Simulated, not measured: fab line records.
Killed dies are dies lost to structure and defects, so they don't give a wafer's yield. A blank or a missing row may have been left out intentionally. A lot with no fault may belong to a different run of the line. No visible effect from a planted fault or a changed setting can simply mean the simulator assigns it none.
Which tool was responsible?	flow nandHarc	24 lots with 72 wafers sampled at 6 steps, on a route of 1159 steps

== WHAT EACH GAUGE READ, for each wafer ==
Not one reading of a measure or inspect step in the record can be checked against a usual standard deviation.

== WHAT TOOL EACH LOT RAN ON (gives the tool, then ch and the chambers of the sampled wafers, and finally the start) ==
lot	NHARC_A_CHANNEL_FILL_D1_ETCHBACK_08	NHARC_A_STAIRCASE_ETCH_203	NHARC_A_STAIRCASE_TRIM_222	NHARC_A_STAIRCASE_ETCH_232	NHARC_A_STAIRCASE_ETCH_236	NHARC_A_STAIRCASE_HM_DEP_456
L076	rieDiel-01 ch 2,3, day 11 10:34 or earlier	rieDiel-11 ch 0,2,3, day 11 10:34 or earlier	rieDiel-04 ch 0,1,2, day 11 10:34 or earlier	rieDiel-09 ch 1,2, day 11 10:34 or earlier	rieDiel-09 ch 0,1, day 11 10:34 or earlier	aclDep-02 ch 0, day 11 10:34
L074	rieDiel-13 ch 1,2, day 11 10:06 or earlier	rieDiel-09 ch 1,2, day 11 10:06 or earlier	rieDiel-04 ch 0,3, day 11 10:06 or earlier	rieDiel-04 ch 0,1,2, day 11 10:06 or earlier	rieDiel-04 ch 0,1,2, day 11 10:06 or earlier	aclDep-01 ch 0, day 11 10:06
L075	rieDiel-13 ch 1,3, day 11 21:27 or earlier	rieDiel-09 ch 1,3, day 11 21:27 or earlier	rieDiel-04 ch 1,2,3, day 11 21:27 or earlier	rieDiel-04 ch 0,1, day 11 21:27 or earlier	rieDiel-04 ch 0,1,2, day 11 21:27 or earlier	aclDep-02 ch 0, day 11 21:27
L077	rieDiel-13 ch 0,1, day 12 06:15 or earlier	rieDiel-04 ch 0,1,3, day 12 06:15 or earlier	rieDiel-11 ch 1,3, day 12 06:15 or earlier	rieDiel-09 ch 0,2,3, day 12 06:15 or earlier	rieDiel-09 ch 1,3, day 12 06:15 or earlier	aclDep-01 ch 0, day 12 06:15
L078	rieDiel-01 ch 0,2,3, day 12 06:52 or earlier	rieDiel-11 ch 0,3, day 12 06:52 or earlier	rieDiel-04 ch 1,2,3, day 12 06:52 or earlier	rieDiel-11 ch 0,1,2, day 12 06:52 or earlier	rieDiel-11 ch 0,3, day 12 06:52 or earlier	aclDep-02 ch 0, day 12 06:52
L079	rieDiel-07 ch 1,2,3, day 12 18:48 or earlier	rieDiel-11 ch 2,3, day 12 18:48 or earlier	rieDiel-09 ch 1,2,3, day 12 18:48 or earlier	rieDiel-04 ch 0,1,3, day 12 18:48 or earlier	rieDiel-04 ch 1,2,3, day 12 18:48 or earlier	aclDep-03 ch 0, day 12 18:48
L080	rieDiel-07 ch 0,2,3, day 12 19:02 or earlier	rieDiel-09 ch 1,2, day 12 19:02 or earlier	rieDiel-09 ch 1,2, day 12 19:02 or earlier	rieDiel-11 ch 0,1, day 12 19:02 or earlier	rieDiel-11 ch 2,3, day 12 19:02 or earlier	aclDep-02 ch 0, day 12 19:02
L082	rieDiel-07 ch 0,1,2, day 13 00:45 or earlier	rieDiel-04 ch 0,1,2, day 13 00:45 or earlier	rieDiel-11 ch 0,1,2, day 13 00:45 or earlier	rieDiel-11 ch 0,1,2, day 13 00:45 or earlier	rieDiel-11 ch 0,1,2, day 13 00:45 or earlier	aclDep-03 ch 0, day 13 00:45
L081	rieDiel-01 ch 1,2, day 13 02:10 or earlier	rieDiel-11 ch 0,1,2, day 13 02:10 or earlier	rieDiel-04 ch 1,2,3, day 13 02:10 or earlier	rieDiel-04 ch 0,3, day 13 02:10 or earlier	rieDiel-04 ch 2,3, day 13 02:10 or earlier	aclDep-02 ch 0, day 13 02:10
L084	rieDiel-07 ch 1,2,3, day 13 16:56 or earlier	rieDiel-09 ch 0,1,3, day 13 16:56 or earlier	rieDiel-11 ch 0,1,2, day 13 16:56 or earlier	rieDiel-11 ch 0,1,3, day 13 16:56 or earlier	rieDiel-11 ch 0,1,3, day 13 16:56 or earlier	aclDep-02 ch 0, day 13 16:56
L083	rieDiel-07 ch 0,1,2, day 13 20:37 or earlier	rieDiel-09 ch 1,2,3, day 13 20:37 or earlier	rieDiel-11 ch 0,1,2, day 13 20:37 or earlier	rieDiel-09 ch 0,1,2, day 13 20:37 or earlier	rieDiel-09 ch 0,1,3, day 13 20:37 or earlier	aclDep-03 ch 0, day 13 20:37
L085	rieDiel-01 ch 2,3, day 14 05:29 or earlier	rieDiel-09 ch 0,1,3, day 14 05:29 or earlier	rieDiel-11 ch 0,1,2, day 14 05:29 or earlier	rieDiel-11 ch 1,2,3, day 14 05:29 or earlier	rieDiel-11 ch 0,2,3, day 14 05:29 or earlier	aclDep-02 ch 0, day 14 05:29
L087	rieDiel-07 ch 1,2,3, day 14 07:37 or earlier	rieDiel-04 ch 0,3, day 14 07:37 or earlier	rieDiel-09 ch 1,2, day 14 07:37 or earlier	rieDiel-09 ch 0,3, day 14 07:37 or earlier	rieDiel-09 ch 0,2, day 14 07:37 or earlier	aclDep-01 ch 0, day 14 07:37
L086	rieDiel-13 ch 1,2,3, day 14 07:56 or earlier	rieDiel-04 ch 0,2, day 14 07:56 or earlier	rieDiel-04 ch 0,1,3, day 14 07:56 or earlier	rieDiel-04 ch 0,3, day 14 07:56 or earlier	rieDiel-04 ch 0,2,3, day 14 07:56 or earlier	aclDep-02 ch 0, day 14 07:56
L090	rieDiel-13 ch 0,3, day 15 08:35 or earlier	rieDiel-09 ch 1,2, day 15 08:35 or earlier	rieDiel-11 ch 0,3, day 15 08:35 or earlier	rieDiel-09 ch 0,1,2, day 15 08:35 or earlier	rieDiel-09 ch 0,3, day 15 08:35 or earlier	aclDep-03 ch 0, day 15 08:35
L089	rieDiel-13 ch 1,2,3, day 15 07:40 or earlier	rieDiel-04 ch 1,3, day 15 07:40 or earlier	rieDiel-04 ch 0,2, day 15 07:40 or earlier	rieDiel-04 ch 0,1,3, day 15 07:40 or earlier	rieDiel-04 ch 0,2,3, day 15 07:40 or earlier	aclDep-01 ch 0, day 15 07:40
L088	rieDiel-07 ch 0,1, day 15 04:37 or earlier	rieDiel-09 ch 1,2,3, day 15 04:37 or earlier	rieDiel-04 ch 1,2,3, day 15 04:37 or earlier	rieDiel-09 ch 0,2,3, day 15 04:37 or earlier	rieDiel-09 ch 0,1,3, day 15 04:37 or earlier	aclDep-03 ch 0, day 15 04:37
L091	rieDiel-01 ch 0,1,3, day 15 19:35 or earlier	rieDiel-04 ch 0,1,3, day 15 19:35 or earlier	rieDiel-04 ch 0,1,2, day 15 19:35 or earlier	rieDiel-09 ch 0,1,3, day 15 19:35 or earlier	rieDiel-09 ch 0,2, day 15 19:35 or earlier	aclDep-01 ch 0, day 15 19:35
L092	rieDiel-13 ch 1,2,3, day 15 21:25 or earlier	rieDiel-04 ch 0,2,3, day 15 21:25 or earlier	rieDiel-04 ch 1,2, day 15 21:25 or earlier	rieDiel-04 ch 0,2, day 15 21:25 or earlier	rieDiel-04 ch 0,2, day 15 21:25 or earlier	aclDep-01 ch 0, day 15 21:25
L094	rieDiel-07 ch 0,1,3, day 16 11:35 or earlier	rieDiel-04 ch 0,1,2, day 16 11:35 or earlier	rieDiel-09 ch 0,1, day 16 11:35 or earlier	rieDiel-04 ch 0,1,2, day 16 11:35 or earlier	rieDiel-04 ch 1,3, day 16 11:35 or earlier	aclDep-03 ch 0, day 16 11:35
L093	rieDiel-01 ch 0,2,3, day 16 12:52 or earlier	rieDiel-09 ch 0,1,2, day 16 12:52 or earlier	rieDiel-09 ch 0,2, day 16 12:52 or earlier	rieDiel-09 ch 1,2, day 16 12:52 or earlier	rieDiel-09 ch 1,2,3, day 16 12:52 or earlier	aclDep-02 ch 0, day 16 12:52
L096	rieDiel-07 ch 1,2,3, day 16 08:32 or earlier	rieDiel-04 ch 1,2,3, day 16 08:32	rieDiel-09 ch 0,1,3, day 16 17:37 or earlier	rieDiel-09 ch 2,3, day 16 17:37 or earlier	rieDiel-09 ch 1,2,3, day 16 17:37 or earlier	aclDep-02 ch 0, day 16 17:37
L097	rieDiel-13 ch 1,2,3, day 16 19:59 or earlier	rieDiel-09 ch 0,1,2, day 16 19:59 or earlier	rieDiel-04 ch 0,1,3, day 16 19:59 or earlier	rieDiel-09 ch 0,2,3, day 16 19:59 or earlier	rieDiel-11 ch 1,2,3, day 16 19:59 or earlier	aclDep-01 ch 0, day 16 19:59
L095	rieDiel-07 ch 0,1,3, day 16 20:41 or earlier	rieDiel-04 ch 0,1, day 16 20:41 or earlier	rieDiel-09 ch 0,2, day 16 20:41 or earlier	rieDiel-04 ch 0,2,3, day 16 20:41 or earlier	rieDiel-04 ch 0,2,3, day 16 20:41 or earlier	aclDep-03 ch 0, day 16 20:41
- NHARC_A_CHANNEL_FILL_D1_ETCHBACK_08: etches the open film in C4F8, target depth 220 nm, time 110 s.
- NHARC_A_STAIRCASE_ETCH_203: etches the open film in C4F8/O2, target depth 100 nm, time 40.5 s.
- NHARC_A_STAIRCASE_TRIM_222: chemistry O2, time 211.2 s.
- NHARC_A_STAIRCASE_ETCH_232: etches the open film in C4F8/O2, target depth 100 nm, time 40.5 s.
- NHARC_A_STAIRCASE_ETCH_236: etches the open film in C4F8/O2, target depth 100 nm, time 40.5 s.
- NHARC_A_STAIRCASE_HM_DEP_456: deposits aC, target thk 1500 nm.

== AS READ BY THE TOOLS THEMSELVES (means over the sampled wafers that have a number; for cases with no such wafer, the mark the record gives instead) ==
NHARC_A_CHANNEL_FILL_D1_ETCHBACK_08.
lot	tool	chamberPressureMTorr (mTorr)	oesProductAu (a.u.)	rfVppV (V)
L076	rieDiel-01	25.003	0.92	438.7
L074	rieDiel-13	24.992	0.99	441.3
L075	rieDiel-13	24.999	0.91	440.0
L077	rieDiel-13	24.987	0.92	440.3
L078	rieDiel-01	24.994	0.92	439.4
L079	rieDiel-07	24.988	1.01	439.9
L080	rieDiel-07	24.999	1.00	438.8
L082	rieDiel-07	24.999	0.94	439.9
L081	rieDiel-01	25.012	0.98	436.7
L084	rieDiel-07	24.969	0.92	439.9
L083	rieDiel-07	25.009	1.01	438.7
L085	rieDiel-01	25.007	0.92	439.5
L087	rieDiel-07	25.005	1.00	439.8
L086	rieDiel-13	24.991	1.00	440.5
L090	rieDiel-13	24.992	1.00	441.4
L089	rieDiel-13	24.997	0.99	441.1
L088	rieDiel-07	25.005	0.99	437.6
L091	rieDiel-01	24.994	1.00	440.4
L092	rieDiel-13	25.003	0.99	441.1
L094	rieDiel-07	24.990	0.93	437.7
L093	rieDiel-01	24.993	0.92	439.4
L096	rieDiel-07	24.991	0.91	439.0
L097	rieDiel-13	24.982	0.93	440.7
L095	rieDiel-07	24.998	0.93	438.6

NHARC_A_STAIRCASE_ETCH_203.
lot	tool	chamberPressureMTorr (mTorr)	oesProductAu (a.u.)	rfVppV (V)
L076	rieDiel-11	24.979	0.947	897
L074	rieDiel-09	24.988	0.937	899
L075	rieDiel-09	24.987	0.946	896
L077	rieDiel-04	24.994	0.952	899
L078	rieDiel-11	25.019	0.954	895
L079	rieDiel-11	24.996	0.940	897
L080	rieDiel-09	25.009	0.937	899
L082	rieDiel-04	24.991	0.949	901
L081	rieDiel-11	24.991	0.941	895
L084	rieDiel-09	24.971	0.933	898
L083	rieDiel-09	25.007	0.948	897
L085	rieDiel-09	25.023	0.948	898
L087	rieDiel-04	24.997	0.949	897
L086	rieDiel-04	25.018	0.944	900
L090	rieDiel-09	25.006	0.942	899
L089	rieDiel-04	24.999	0.952	897
L088	rieDiel-09	25.005	0.945	897
L091	rieDiel-04	24.987	0.943	899
L092	rieDiel-04	24.982	0.945	897
L094	rieDiel-04	25.013	0.935	900
L093	rieDiel-09	24.998	0.948	900
L096	rieDiel-04	24.997	0.934	899
L097	rieDiel-09	24.990	0.942	899
L095	rieDiel-04	24.996	0.933	899

NHARC_A_STAIRCASE_TRIM_222.
lot	tool	chamberPressureMTorr (mTorr)	drypumpMotorCurrentA (A)	oesProductAu (a.u.)	rfVppV (V)	showerheadPlenumPTorr (Torr)	throttleValvePct (%)
L076	rieDiel-04	60.00	5.5	0.996	58.8	3.68	17.031
L074	rieDiel-04	60.05	5.9	1.005	58.7	3.61	17.040
L075	rieDiel-04	59.98	5.6	1.013	57.7	3.63	17.043
L077	rieDiel-11	59.99	5.1	0.995	57.3	3.45	17.039
L078	rieDiel-04	60.00	5.6	1.001	58.7	3.62	17.045
L079	rieDiel-09	59.98	5.9	0.995	57.6	3.56	17.032
L080	rieDiel-09	59.96	6.3	0.991	59.3	3.65	17.033
L082	rieDiel-11	60.00	5.8	1.003	57.1	3.50	17.039
L081	rieDiel-04	60.02	5.6	1.009	58.0	3.62	17.035
L084	rieDiel-11	60.05	5.8	1.002	57.6	3.50	17.025
L083	rieDiel-11	60.04	5.8	1.002	57.7	3.50	17.031
L085	rieDiel-11	60.00	5.8	1.011	57.5	3.50	17.037
L087	rieDiel-09	60.04	5.8	0.994	58.3	3.60	17.042
L086	rieDiel-04	59.97	5.7	1.001	57.8	3.61	17.040
L090	rieDiel-11	60.01	5.3	1.005	57.8	3.49	17.034
L089	rieDiel-04	60.02	5.7	1.004	57.7	3.65	17.036
L088	rieDiel-04	59.97	5.6	1.005	57.3	3.61	17.042
L091	rieDiel-04	60.00	5.5	1.010	57.8	3.65	17.034
L092	rieDiel-04	59.97	5.5	1.006	58.7	3.66	17.045
L094	rieDiel-09	59.92	6.3	0.991	59.1	3.67	17.036
L093	rieDiel-09	59.97	5.5	1.010	57.2	3.64	17.032
L096	rieDiel-09	60.01	6.0	1.008	58.9	3.58	17.025
L097	rieDiel-04	59.95	5.7	1.005	58.2	3.59	17.030
L095	rieDiel-09	59.98	5.5	1.006	57.9	3.64	17.037

NHARC_A_STAIRCASE_ETCH_232.
lot	tool	chamberPressureMTorr (mTorr)	oesProductAu (a.u.)	rfVppV (V)
L076	rieDiel-09	25.00	0.933	901
L074	rieDiel-04	24.99	0.948	901
L075	rieDiel-04	25.01	0.941	900
L077	rieDiel-09	24.97	0.934	896
L078	rieDiel-11	25.01	0.952	895
L079	rieDiel-04	24.99	0.949	899
L080	rieDiel-11	25.00	0.963	891
L082	rieDiel-11	25.01	0.950	895
L081	rieDiel-04	25.01	0.943	898
L084	rieDiel-11	25.01	0.941	893
L083	rieDiel-09	24.99	0.958	900
L085	rieDiel-11	24.98	0.952	894
L087	rieDiel-09	25.00	0.955	898
L086	rieDiel-04	25.01	0.938	898
L090	rieDiel-09	24.99	0.935	900
L089	rieDiel-04	24.99	0.948	899
L088	rieDiel-09	25.01	0.936	897
L091	rieDiel-09	24.98	0.939	898
L092	rieDiel-04	24.99	0.943	901
L094	rieDiel-04	25.00	0.964	901
L093	rieDiel-09	24.98	0.925	899
L096	rieDiel-09	24.99	0.935	895
L097	rieDiel-09	25.01	0.942	895
L095	rieDiel-04	25.00	0.939	898

NHARC_A_STAIRCASE_ETCH_236.
lot	tool	chamberPressureMTorr (mTorr)	oesProductAu (a.u.)	rfVppV (V)
L076	rieDiel-09	24.993	0.946	902
L074	rieDiel-04	24.991	0.945	901
L075	rieDiel-04	25.000	0.938	901
L077	rieDiel-09	24.989	0.922	899
L078	rieDiel-11	24.995	0.945	895
L079	rieDiel-04	25.001	0.948	899
L080	rieDiel-11	24.985	0.941	897
L082	rieDiel-11	24.993	0.954	895
L081	rieDiel-04	24.986	0.955	899
L084	rieDiel-11	25.007	0.949	893
L083	rieDiel-09	24.986	0.947	898
L085	rieDiel-11	24.991	0.934	897
L087	rieDiel-09	25.005	0.950	901
L086	rieDiel-04	24.994	0.950	898
L090	rieDiel-09	25.014	0.951	894
L089	rieDiel-04	25.031	0.945	899
L088	rieDiel-09	24.970	0.942	899
L091	rieDiel-09	25.019	0.935	899
L092	rieDiel-04	24.993	0.956	901
L094	rieDiel-04	24.988	0.956	900
L093	rieDiel-09	24.998	0.940	897
L096	rieDiel-09	25.002	0.934	897
L097	rieDiel-11	24.993	0.961	894
L095	rieDiel-04	25.016	0.958	898

NHARC_A_STAIRCASE_HM_DEP_456.
lot	tool	throttleValvePct (%)
L076	aclDep-02	34.994
L074	aclDep-01	34.999
L075	aclDep-02	34.989
L077	aclDep-01	35.001
L078	aclDep-02	34.994
L079	aclDep-03	34.998
L080	aclDep-02	35.003
L082	aclDep-03	35.004
L081	aclDep-02	34.996
L084	aclDep-02	35.003
L083	aclDep-03	35.001
L085	aclDep-02	34.993
L087	aclDep-01	34.998
L086	aclDep-02	34.995
L090	aclDep-03	34.998
L089	aclDep-01	35.002
L088	aclDep-03	34.998
L091	aclDep-01	35.005
L092	aclDep-01	35.001
L094	aclDep-03	34.994
L093	aclDep-02	34.996
L096	aclDep-02	34.998
L097	aclDep-01	35.002
L095	aclDep-03	35.001

== THE ANSWER, worked out from the rows above alone ==
Rule: the lots themselves supply what counts as usual. The widest of any qualifying gaps counts: lots, ordered by their means at a reading, are off when they make up no more than a third of the lots, leave a main group of 4 or more, and stand apart from it by 3 or more times the standard deviation of that group's means. The tables above print the reading to a certain number of digits; a main group whose means all agree to those digits is not used. Also off: a lot with no number at a reading for which 4 or more lots have one. Any other lot the step has rows for is counted as sound. The gauges are gone through in route order, then the tools' own readings, and for those a lot's mean is taken as printed above. The first step at which some lot is off is used, and at that step the reading that is off furthest; a lot without a number counts as furthest.
No lot is off on any of the readings shown, so nothing can be concluded from this.

== WHAT THE SIMULATOR HAD INSERTED ==
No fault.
